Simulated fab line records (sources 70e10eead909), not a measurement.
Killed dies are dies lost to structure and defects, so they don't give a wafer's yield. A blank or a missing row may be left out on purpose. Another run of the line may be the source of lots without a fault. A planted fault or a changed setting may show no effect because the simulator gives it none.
fab line records + flow nandHarc
record:
- lots: 6
- wafers: 18
- lastDay: 24
route steps=1159 shown P_ZERO_WELL@30 END@1159
lots untouched by any fault: they come from a run of this same line in which no faults occurred
startH: hours from the record's opening day to when the first of the lot's shown wafers began + waitH: how many hours have passed since the lot's step before this one + " the same as in the row above + L1.1+2: a row that stands for several wafers + - no value, or no start given + * or withheld: withheld + < > ~ a bound
route shown NAME@n: names a module that has steps shown in the file, with the first one's number in the route + usual: average and standard deviation across the fault-free wafers + same: alike in all rows + chamber/n: place in a boat + sites: readings site by site + _std_site: how widely they spread, as a standard deviation + _edge_site: the outer-site mean with the inner-site mean subtracted + radiusMm: how far each site lies from the wafer's centre + mask NAME#n: copy n + behind: the last tool/chamber to shape the wafer + hold: reason for holding the lot/hours on hold/outcome of the hold + device: the transistor (n, p or np) that didn't switch + end of line: the tests these same wafers got at the end of their route + for a step that has no rows: nothing shown but its recipe + killed: the dies lost at the first sort to structure and to defects; this is not the yield of the wafer + map: the dies of a wafer, with x for killed, . for not killed, _ for no die there
set.NAME: the setting that was run; set.NAME@STEP: the one run at that earlier step + model.NAME: the simulator's own value behind a step, which no gauge read
lots seen at some steps along the route; tables by step, rows by wafer
services: when a tool's chamber went out of use (startH, in hours from the record's first day, below 0 if earlier), for how many hours, and the reason
== steps ==
step: NHARC_P_ZERO_WELL_HARDBAKE_25
recipe:
- tempC: 125
- timeS: 80
step: NHARC_P_ZERO_WELL_DESCUM_26
recipe:
- timeS: 3
- o2FlowSccm: 200
- arFlowSccm: 0
- biasPowerW: 0
- chemistry: O2
usual:
- chamberPressureMTorr: 60.00/0.056
- drypumpMotorCurrentA: 5.7/0.38
- oesProductAu: 1.005/0.0084
- rfVppV: 58.0/0.92
- showerheadPlenumPTorr: 1.98/0.067
- throttleValvePct: 11.311/0.0089
| lot.wafer | tool       | chamber | startH | waitH | chamberPressureMTorr | drypumpMotorCurrentA | oesProductAu | rfHoursCounterH | rfVppV | showerheadPlenumPTorr | throttleValvePct |
|-----------|------------|---------|--------|-------|----------------------|----------------------|--------------|-----------------|--------|-----------------------|------------------|
| L639.3    | rieDiel-02 | 2       | 26.66  | -     | 60.13                | 5.7                  | 1.006        | 3               | 57.2   | 1.92                  | 11.301           |
| L639.2    | "          | 3       | "      | "     | 60.00                | 5.4                  | 1.011        | 2               | 57.8   | 2.00                  | 11.294           |
| L639.6    | "          | 2       | "      | "     | 60.04                | 5.7                  | 1.008        | -               | 57.7   | 1.92                  | 11.309           |
| L646.3    | rieDiel-07 | 3       | 68.70  | -     | 59.98                | 5.3                  | 1.002        | 0               | 56.8   | 1.79                  | 11.313           |
| L646.1    | "          | 0       | "      | "     | 59.94                | 5.0                  | 1.011        | 0               | 57.1   | 1.96                  | 11.321           |
| L646.4    | "          | 1       | "      | "     | 60.06                | 5.2                  | 1.000        | 1               | 57.2   | 2.02                  | 11.315           |
| L649.3    | rieDiel-07 | 0       | 86.79  | -     | 60.07                | 5.0                  | 0.996        | 1               | 58.4   | 1.96                  | 11.304           |
| L649.6    | "          | 1       | "      | "     | 59.97                | 5.2                  | 0.982        | -               | 58.3   | 2.02                  | 11.299           |
| L649.5    | "          | 2       | "      | "     | 59.98                | 5.7                  | 1.016        | -               | 58.3   | 2.00                  | 11.312           |
| L652.3    | rieDiel-04 | 2       | 104.61 | -     | 60.03                | 5.5                  | 1.014        | 14              | 58.8   | 1.95                  | 11.304           |
| L652.2    | "          | 3       | "      | "     | 60.01                | 6.4                  | 1.010        | 13              | 57.2   | 2.01                  | 11.298           |
| L652.1    | "          | 0       | "      | "     | 59.97                | 5.6                  | 1.013        | 10              | 58.6   | 2.03                  | 11.313           |
| L657.2    | rieDiel-02 | 1       | 135.01 | -     | 59.95                | 5.6                  | 1.010        | 9               | 57.5   | 2.07                  | 11.316           |
| L657.1    | "          | 2       | "      | "     | 59.99                | 5.6                  | 1.023        | 10              | 58.4   | 1.92                  | 11.319           |
| L657.5    | "          | 1       | "      | "     | 60.03                | 5.6                  | 1.002        | -               | 58.1   | 2.07                  | 11.313           |
| L660.3    | rieDiel-07 | 0       | 152.63 | -     | 60.04                | 5.1                  | 1.004        | 7               | 59.1   | 1.96                  | 11.306           |
| L660.4    | "          | 2       | "      | "     | 60.04                | 5.8                  | 1.011        | 7               | 59.3   | 2.00                  | 11.294           |
| L660.5    | "          | 1       | "      | "     | 60.03                | 5.2                  | 0.995        | -               | 57.4   | 2.02                  | 11.323           |
step: NHARC_P_ZERO_WELL_IMPLANT_27
recipe:
- energyKev: 600
- doseCm2: 1e+13
- tiltDeg: 7
step: NHARC_P_ZERO_WELL_IMPLANT_57
recipe:
- energyKev: 250
- doseCm2: 4e+12
- tiltDeg: 7
step: NHARC_P_ZERO_WELL_IMPLANT_58
recipe:
- energyKev: 100
- doseCm2: 2e+12
- tiltDeg: 7
step: NHARC_P_ZERO_WELL_STRIP_28
recipe:
- timeS: 840
- tempC: 130
- chemistry: SPM
step: NHARC_P_ZERO_WELL_DEHYDRATE_29
recipe:
- tempC: 150
- timeS: 120
step: NHARC_P_ZERO_WELL_HMDS_30
recipe:
- timeS: 30
step: NHARC_P_ZERO_WELL_COAT_31
recipe:
- spinRpm: withheld
step: NHARC_P_ZERO_WELL_SOFTBAKE_32
recipe:
- tempC: 122
- timeS: 95
step: NHARC_P_ZERO_WELL_EBR_33
step: NHARC_P_ZERO_WELL_EXPOSE_34
recipe:
- na: 0.6
- targetCdNm: 720
- doseMj: 22.31
- maskId: P_PWELL
step: NHARC_P_ZERO_WELL_PEB_35
recipe:
- pebTempC: 118
- pebTimeS: 85
usual:
- heaterPowerTotalW: 163.95/0.27
- plateTempC: 118.01/0.14
| lot.wafer | tool          | chamber | startH | waitH | heaterPowerTotalW | plateTempC |
|-----------|---------------|---------|--------|-------|-------------------|------------|
| L639.2    | lithoTrack-03 | 0       | 28.03  | 0.1   | 163.61            | 117.97     |
| L639.3    | "             | 0       | "      | "     | 163.86            | 117.83     |
| L639.6    | "             | 0       | "      | "     | 164.29            | 117.94     |
| L646.1    | lithoTrack-02 | 0       | 70.09  | 0.1   | 164.00            | 118.02     |
| L646.3    | "             | 0       | "      | "     | 164.33            | 117.76     |
| L646.4    | "             | 0       | "      | "     | 164.18            | 118.07     |
| L649.3    | lithoTrack-03 | 0       | 88.02  | 0.1   | 168.06            | 119.75     |
| L649.5    | "             | 0       | "      | "     | 167.88            | 119.90     |
| L649.6    | "             | 0       | "      | "     | 167.54            | 119.97     |
| L652.1    | lithoTrack-03 | 0       | 105.88 | 0.1   | 167.22            | 119.92     |
| L652.2    | "             | 0       | "      | "     | 167.40            | 120.12     |
| L652.3    | "             | 0       | "      | "     | 167.30            | 120.07     |
| L657.1    | lithoTrack-02 | 0       | 136.39 | 0.1   | 164.27            | 117.76     |
| L657.2    | "             | 0       | "      | "     | 164.37            | 117.97     |
| L657.5    | "             | 0       | "      | "     | 164.01            | 117.90     |
| L660.3    | lithoTrack-07 | 0       | 154.04 | 0.1   | 163.57            | 118.00     |
| L660.4    | "             | 0       | "      | "     | 164.27            | 118.19     |
| L660.5    | "             | 0       | "      | "     | 164.25            | 118.22     |
step: NHARC_P_ZERO_WELL_DEVELOP_36
recipe:
- timeS: 70
step: NHARC_END_SORT_01
recipe:
- tempC: 25
usual:
- killedAtArray: 29/8.4
- killedAtOther: 0.7/1.2
- killedAtPeriphery: 3.8/2.1
- killedDies: 33/9
- killedOpen: 3.4/2
- killedShort: 2.1/1.4
same:
- grossDies: 677
| lot.wafer | tool      | chamber | startH | waitH | killedAtArray | killedAtOther | killedAtPeriphery | killedDies | killedOpen | killedShort |
|-----------|-----------|---------|--------|-------|---------------|---------------|-------------------|------------|------------|-------------|
| L639.2    | prober-02 | 0       | 488.53 | 2.8   | 27            | 0             | 5                 | 32         | 4          | 1           |
| L639.3    | prober-02 | 0       | 489.32 | 3.1   | 35            | 1             | 10                | 46         | 9          | 3           |
| L639.6    | prober-02 | 0       | 491.68 | 3.9   | 27            | 1             | 5                 | 33         | 2          | 2           |
| L646.1    | prober-01 | 0       | 503.21 | 2.4   | 23            | 0             | 6                 | 29         | 2          | 0           |
| L646.3    | prober-01 | 0       | 504.82 | 3.1   | 23            | 0             | 6                 | 29         | 1          | 2           |
| L646.4    | prober-01 | 0       | 505.63 | 3.4   | 26            | 1             | 10                | 37         | 5          | 2           |
| L652.1    | prober-02 | 0       | 534.46 | 2.5   | 28            | 0             | 2                 | 30         | 5          | 1           |
| L652.2    | prober-02 | 0       | 535.26 | 2.8   | 26            | 0             | 2                 | 28         | 3          | 2           |
| L657.1    | prober-02 | 0       | 557.74 | 2.5   | 31            | 0             | 7                 | 38         | 1          | 4           |
| L657.2    | prober-02 | 0       | 558.53 | 2.8   | 40            | 0             | 7                 | 47         | 7          | 5           |
| L657.5    | prober-02 | 0       | 560.89 | 3.6   | 34            | 1             | 5                 | 40         | 3          | 2           |
killed by level:class
L639.2 A_CHANNEL_HOLE_D1:chamberFilmFlake=13 A_SLIT:chamberFilmFlake=3 A_CONTACT:chamberFilmFlake=3 P_BONDPAD:chamberFilmFlake=2 A_STAIRCASE:chamberFilmFlake=2 A_M0:chamberFilmFlake=2 P_ZERO_WELL:geometricParticle:short=1 P_CONTACT:geometricParticle:open=1
L639.3 A_CHANNEL_HOLE_D1:chamberFilmFlake=10 A_STAIRCASE:chamberFilmFlake=8 A_CONTACT:chamberFilmFlake=5 P_STI:chamberFilmFlake=4 P_GATE:geometricParticle:open=2 A_CHANNEL_FILL_D1:geometricParticle:short=2 A_SGD_CUT:geometricParticle:open=2 P_ZERO_WELL:chamberFilmFlake=2
L639.6 A_CHANNEL_HOLE_D1:chamberFilmFlake=13 A_CONTACT:chamberFilmFlake=5 A_M0:chamberFilmFlake=3 P_ZERO_WELL:chamberFilmFlake=2 A_STAIRCASE:chamberFilmFlake=2 P_CONTACT:geometricParticle:short=1 A_CHANNEL_FILL_D1:geometricParticle:open=1 A_WL_FILL:geometricParticle:short=1
L646.1 A_CHANNEL_HOLE_D1:chamberFilmFlake=14 P_ZERO_WELL:chamberFilmFlake=3 P_STI:chamberFilmFlake=2 A_BONDPAD:chamberFilmFlake=2 A_CHANNEL_FILL_D1:chamberFilmFlake=2 A_STAIRCASE:chamberFilmFlake=2 A_SGD_CUT:geometricParticle:open=1 A_CONTACT:geometricParticle:open=1
L646.3 A_CHANNEL_HOLE_D1:chamberFilmFlake=14 A_CONTACT:chamberFilmFlake=3 P_ZERO_WELL:chamberFilmFlake=2 P_GATE:chamberFilmFlake=2 A_CHANNEL_FILL_D1:chamberFilmFlake=2 P_CONTACT:geometricParticle:short=1 A_ONON_D1:geometricParticle:short=1 A_M0:geometricParticle:open=1
L646.4 A_CHANNEL_HOLE_D1:chamberFilmFlake=13 P_ZERO_WELL:chamberFilmFlake=4 P_STI:chamberFilmFlake=4 A_CONTACT:chamberFilmFlake=3 A_BONDPAD:chamberFilmFlake=3 A_M0:geometricParticle:open=2 P_M0:chamberFilmFlake=2 A_SGD_CUT:geometricParticle:short=1
L652.1 A_CHANNEL_HOLE_D1:chamberFilmFlake=20 A_WL_FILL:geometricParticle:open=2 A_M1:chamberFilmFlake=2 P_STI:geometricParticle:short=1 P_M0:geometricParticle:open=1 A_CONTACT:geometricParticle:open=1 A_M0:geometricParticle:open=1 A_WL_FILL:chamberFilmFlake=1
L652.2 A_CHANNEL_HOLE_D1:chamberFilmFlake=17 A_STAIRCASE:chamberFilmFlake=3 A_WL_FILL:geometricParticle:open=2 P_M0:geometricParticle:short=1 A_CHANNEL_FILL_D1:geometricParticle:open=1 A_CHANNEL_FILL_D1:geometricParticle:short=1 P_GATE:chamberFilmFlake=1 A_CONTACT:chamberFilmFlake=1
L657.1 A_CHANNEL_HOLE_D1:chamberFilmFlake=23 P_GATE:chamberFilmFlake=4 A_STAIRCASE:chamberFilmFlake=4 P_M0:geometricParticle:short=2 P_CONTACT:geometricParticle:open=1 A_CHANNEL_FILL_D1:geometricParticle:short=1 A_STAIRCASE:geometricParticle:short=1 A_ZERO_WELL:chamberFilmFlake=1
L657.2 A_CHANNEL_HOLE_D1:chamberFilmFlake=27 P_GATE:chamberFilmFlake=3 P_M0:geometricParticle:open=2 A_CHANNEL_FILL_D1:geometricParticle:open=2 A_CHANNEL_FILL_D1:geometricParticle:short=2 A_ZERO_WELL:chamberFilmFlake=2 A_STAIRCASE:chamberFilmFlake=2 P_CONTACT:geometricParticle:open=1
L657.5 A_CHANNEL_HOLE_D1:chamberFilmFlake=16 A_CONTACT:chamberFilmFlake=10 P_GATE:chamberFilmFlake=3 A_STAIRCASE:chamberFilmFlake=2 P_M0:geometricParticle:open=1 A_CHANNEL_FILL_D1:geometricParticle:short=1 A_CONTACT:geometricParticle:open=1 A_M0:geometricParticle:open=1
== services ==
| tool          | chamber | startH | hours | kind      |
|---------------|---------|--------|-------|-----------|
| rieDiel-07    | 0       | 5.70   | -     | clean     |
| rieDiel-07    | 1       | 5.70   | -     | clean     |
| rieDiel-07    | 2       | 5.70   | -     | clean     |
| rieDiel-07    | 3       | 5.70   | -     | clean     |
| rieDiel-07    | 3       | 13.70  | 9.6   | repair    |
| lithoTrack-07 | -       | 14.00  | 7.0   | pm        |
| rieDiel-07    | 0       | 30.20  | -     | clean     |
| rieDiel-07    | 1       | 30.20  | -     | clean     |
| rieDiel-07    | 2       | 30.20  | -     | clean     |
| rieDiel-07    | 3       | 30.20  | -     | clean     |
| rieDiel-07    | 0       | 31.15  | 6.9   | repair    |
| rieDiel-02    | 1       | 35.48  | 9.8   | repair    |
| lithoTrack-03 | -       | 38.00  | 7.0   | pm        |
| rieDiel-04    | 0       | 45.29  | 1.6   | repair    |
| rieDiel-07    | -       | 45.59  | 0.4   | repair    |
| rieDiel-02    | 3       | 49.10  | 18.8  | repair    |
| rieDiel-07    | -       | 51.20  | 9.0   | pm        |
| rieDiel-07    | 0       | 51.20  | 9.0   | ventCycle |
| rieDiel-07    | 3       | 90.14  | 4.6   | repair    |
| rieDiel-07    | 1       | 94.74  | 4.8   | repair    |
| rieDiel-04    | -       | 111.98 | 9.0   | pm        |
| rieDiel-02    | 0       | 150.86 | 5.7   | repair    |
| rieDiel-02    | -       | 150.93 | 9.0   | pm        |
| rieDiel-04    | -       | 152.04 | 2.6   | repair    |
== key ==
firstSign:
- step: NHARC_P_ZERO_WELL_PEB_35
- reading: plateTempC
- direction: up
- sigmas: 14
- usual: *
- struck: *
effect:
- step: NHARC_P_ZERO_WELL_PEB_35
- reading: heaterPowerTotalW
- direction: up
- sigmas: 14
- usual: *
- struck: *
metAt NHARC_P_ZERO_WELL_PEB_35
struckWafers L649.3,L649.5,L649.6,L652.1,L652.2,L652.3
testerLeftOut L649,L652
onsetBetween 28.03 88.02
fault:
- kind: processParameterDrift
- tool: lithoTrack-03
- chamber: -
- onsetH: 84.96
- steps: NHARC_P_ZERO_WELL_PEB_35
- channel: pebTempC
- offset: *
- shape: step
- endH: 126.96
- actsIn: *
- stated: *
testerLeftOut: of these lots the tester's yield and bins aren't shown, on N5 and GAA mostly nor the transistor test; their killed dies are dies lost to structure and defects alone, not to doping, threshold or leakage, so they don't give the yield
